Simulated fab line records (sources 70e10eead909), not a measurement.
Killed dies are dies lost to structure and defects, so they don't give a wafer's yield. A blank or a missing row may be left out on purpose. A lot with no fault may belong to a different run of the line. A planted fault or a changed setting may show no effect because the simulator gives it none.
What tool caused it? -- flow nand harc -- 11 lots, 33 wafers sampled, at 5 steps of a route of 1302

## WHAT THE GAUGES SHOWED, per wafer
NHARC_END_SORT_01. Usual: killed at array 56, standard deviation 18; killed at other 1.4, standard deviation 1.5; killed at periphery 4, standard deviation 3.1; killed dies 61, standard deviation 19; killed open 3.5, standard deviation 1.8; killed short 2.4, standard deviation 1.4.
lot,measured,on,killed at array,killed at other,killed at periphery,killed dies,killed open,killed short,flag
L357,day 31 20:10,prober-01,50 570 53,0 1 0,4 4 6,54 575 59,4 3 5,5 2 2,OFF
L360,day 31 18:37,prober-02,79 83 78,2 0 1,0 2 0,81 85 79,2 4 3,2 4 3,
L362,day 33 03:10,prober-01,99 93 78,4 4 0,1 1 2,104 98 80,1 3 0,1 5 4,

## WHICH TOOL RAN EACH LOT (tool, then ch and the chambers of the sampled wafers, then the start)
lot,NHARC_A_STAIRCASE_HM_DEP_456,NHARC_A_STAIRCASE_DESCUM_270,NHARC_A_STAIRCASE_ETCH_451,NHARC_A_STAIRCASE_ETCH_292
L344,"acl dep-03 ch 0, day 17 11:41","rie diel-13 ch 0,1, day 17 14:34","rie diel-13 ch 1,2,3, day 17 23:02 or earlier","rie diel-03 ch 0,1,3, day 17 23:02"
L346,"acl dep-03 ch 0, day 17 23:53","rie diel-03 ch 1,2,3, day 18 02:43","rie diel-03 ch 0,2,3, day 18 09:52 or earlier","rie diel-13 ch 1,2,3, day 18 09:52"
L345,"acl dep-03 ch 0, day 18 02:20","rie diel-03 ch 1,2, day 18 04:29","rie diel-03 ch 0,1,2, day 18 10:53 or earlier","rie diel-03 ch 0,1,3, day 18 10:53"
L349,"acl dep-03 ch 0, day 19 03:19","rie diel-03 ch 0,3, day 19 06:04","rie diel-03 ch 2,3, day 19 12:37 or earlier","rie diel-03 ch 0,1, day 19 12:37"
L348,"acl dep-02 ch 0, day 19 14:35","rie diel-13 ch 1,3, day 19 17:07","rie diel-13 ch 1,3, day 20 00:41 or earlier","rie diel-03 ch 2,3, day 20 00:41"
L357,"acl dep-03 ch 0, day 23 02:03","rie diel-13 ch 1,2,3, day 23 04:17","rie diel-13 ch 1,2,3, day 23 12:49 or earlier","rie diel-13 ch 0,1,2, day 23 12:49"
L360,"acl dep-02 ch 0, day 23 14:28","rie diel-13 ch 1,2,3, day 23 17:13","rie diel-13 ch 0,1,3, day 23 23:58 or earlier","rie diel-03 ch 1,2, day 23 23:58"
L361,"acl dep-01 ch 0, day 24 14:12","rie diel-03 ch 1,2, day 24 16:16","rie diel-03 ch 0,1, day 25 00:01 or earlier","rie diel-11 ch 0,1, day 25 00:01"
L363,"acl dep-01 ch 0, day 24 20:56","rie diel-13 ch 0,1,3, day 24 23:47","rie diel-13 ch 1,2,3, day 25 09:16 or earlier","rie diel-11 ch 0,2,3, day 25 09:16"
L362,"acl dep-03 ch 0, day 24 21:29","rie diel-03 ch 0,1,2, day 25 00:01","rie diel-03 ch 1,2,3, day 25 09:47 or earlier","rie diel-11 ch 1,2,3, day 25 09:47"
L364,"acl dep-01 ch 0, day 25 15:29","rie diel-11 ch 0,1,2, day 25 17:50","rie diel-11 ch 0,3, day 26 00:07 or earlier","rie diel-13 ch 1,2,3, day 26 00:07"
- NHARC_A_STAIRCASE_HM_DEP_456: deposits aC, target thk 3100 nm.
- NHARC_A_STAIRCASE_DESCUM_270: chemistry O2, time 3 s.
- NHARC_A_STAIRCASE_ETCH_451: etches the open film in CF4/O2, target depth 30 nm, overetch 3 nm, time 16.5 s.
- NHARC_A_STAIRCASE_ETCH_292: etches the open film in CF4/CHF3.

## WHAT THE TOOLS THEMSELVES READ (means of the sampled wafers that have a number; where no wafer has one, the mark that the record gives instead)
NHARC_A_STAIRCASE_HM_DEP_456. Usual: throttle valve pct at 35.000 %, with a standard deviation of 0.0086.
lot,tool,throttle valve pct (%),flag
L344,acl dep-03,34.997,
L346,acl dep-03,35.002,
L345,acl dep-03,35.000,
L349,acl dep-03,34.999,
L348,acl dep-02,35.002,
L357,acl dep-03,34.996,
L360,acl dep-02,34.993,
L361,acl dep-01,35.003,
L363,acl dep-01,35.006,
L362,acl dep-03,34.997,
L364,acl dep-01,34.996,

NHARC_A_STAIRCASE_DESCUM_270. Usual: drypump motor current A 5.6 A, standard deviation 0.37; oes product au 0.997 a.u., standard deviation 0.0097; rf vpp V 57.8 V, standard deviation 0.96; showerhead plenum p Torr 1.89 Torr, standard deviation 0.078; throttle valve pct 11.311 %, standard deviation 0.0097.
lot,tool,drypump motor current A (A),oes product au (a.u.),rf vpp V (V),showerhead plenum p Torr (Torr),throttle valve pct (%),flag
L344,rie diel-13,5.5,0.985,58.1,1.91,11.322,
L346,rie diel-03,5.6,0.988,57.4,1.86,11.308,
L345,rie diel-03,5.6,1.001,57.6,1.91,11.320,
L349,rie diel-03,5.9,0.993,57.3,1.83,11.303,
L348,rie diel-13,5.8,0.994,57.7,1.88,11.309,
L357,rie diel-13,5.5,1.003,58.2,1.91,11.307,
L360,rie diel-13,5.5,0.998,58.7,1.91,11.319,
L361,rie diel-03,5.6,1.001,58.2,1.90,11.313,
L363,rie diel-13,5.6,0.989,57.5,1.89,11.303,
L362,rie diel-03,5.6,0.999,57.5,1.86,11.313,
L364,rie diel-11,5.9,0.989,58.1,1.98,11.314,

NHARC_A_STAIRCASE_ETCH_451. Usual: drypump motor current A 5.6 A, standard deviation 0.37; oes_ar_750_au 1.000 a.u., standard deviation 0.0042; oes product au 0.997 a.u., standard deviation 0.0092; rf vpp V 197.5 V, standard deviation 1.4; showerhead plenum p Torr 1.32 Torr, standard deviation 0.053; throttle valve pct 13.396 %, standard deviation 0.0083.
lot,tool,drypump motor current A (A),oes_ar_750_au (a.u.),oes product au (a.u.),rf vpp V (V),showerhead plenum p Torr (Torr),throttle valve pct (%),flag
L344,rie diel-13,5.5,1.002,0.999,197.4,1.34,13.390,
L346,rie diel-03,5.9,1.002,0.994,196.8,1.30,13.395,
L345,rie diel-03,5.6,0.998,0.998,197.2,1.31,13.388,
L349,rie diel-03,5.8,1.001,0.997,198.4,1.33,13.393,
L348,rie diel-13,5.6,0.999,1.005,197.5,1.33,13.396,
L357,rie diel-13,5.5,0.999,0.998,197.9,1.33,13.400,
L360,rie diel-13,5.6,0.996,0.997,196.9,1.32,13.390,
L361,rie diel-03,5.6,1.000,1.005,197.1,1.27,13.399,
L363,rie diel-13,5.5,1.000,0.995,197.5,1.33,13.397,
L362,rie diel-03,5.6,0.999,0.999,196.9,1.29,13.398,
L364,rie diel-11,5.8,0.999,0.993,198.9,1.37,13.404,

NHARC_A_STAIRCASE_ETCH_292. Usual: drypump motor current A 5.6 A, standard deviation 0.37; oes product au 0.937 a.u., standard deviation 0.023; rf vpp V 370.1 V, standard deviation 2.3; showerhead plenum p Torr 1.56 Torr, standard deviation 0.061; throttle valve pct 16.802 %, standard deviation 0.009.
lot,tool,drypump motor current A (A),oes product au (a.u.),rf vpp V (V),showerhead plenum p Torr (Torr),throttle valve pct (%),flag
L344,rie diel-03,5.6,0.927,368.0,1.50,16.803,
L346,rie diel-13,5.5,0.955,370.6,1.58,16.798,
L345,rie diel-03,5.6,0.916,369.1,1.50,16.805,
L349,rie diel-03,5.6,0.923,368.3,1.51,16.802,
L348,rie diel-03,5.9,0.944,368.7,1.52,16.789,
L357,rie diel-13,5.5,0.900,370.4,1.57,16.800,
L360,rie diel-03,5.3,0.973,369.2,1.52,16.804,
L361,rie diel-11,5.7,0.918,375.0,1.66,16.806,
L363,rie diel-11,5.8,0.964,371.1,1.57,16.804,
L362,rie diel-11,5.6,0.925,369.8,1.56,16.801,
L364,rie diel-13,5.5,0.968,370.6,1.56,16.801,

## THE ANSWER, worked out from the rows above alone
Rule: take the mean of a lot's wafers that have a number; if it is more than 3 standard deviations from the usual mean, the lot is off. Also off: a lot with no number at a reading for which 4 or more lots have one. The other lots that the step has rows for count as sound. First the gauges in route order, then the tools' own readings, where a lot's mean is used as printed above. The first step at which some lot is off is used, and at that step the reading that is off furthest; a lot without a number counts as furthest.
Off at NHARC_END_SORT_01 (killed at array): L357. Neither off nor sound, because the step has no rows for them: L344, L346, L345, L349, L348, L361, L363, L364.
If a tool, at a process step before that reading, ran all the lots that are off and no sound lot after the first of them, it fits. The gauges at NHARC_END_SORT_01 are tried like those tools. NHARC_A_STAIRCASE_ETCH_451 gives no start for some lots, so the hours and the order of its lots are those of NHARC_A_STAIRCASE_ETCH_292. One fits: rie diel-13 at NHARC_A_STAIRCASE_ETCH_292. It ran no sound lot before its first lot that is off in this sample, so the start can't be narrowed down.

## WHAT THE SIMULATOR HAD INSERTED
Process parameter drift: rie diel-13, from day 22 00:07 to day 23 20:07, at NHARC_A_STAIRCASE_ETCH_292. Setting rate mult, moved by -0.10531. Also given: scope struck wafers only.
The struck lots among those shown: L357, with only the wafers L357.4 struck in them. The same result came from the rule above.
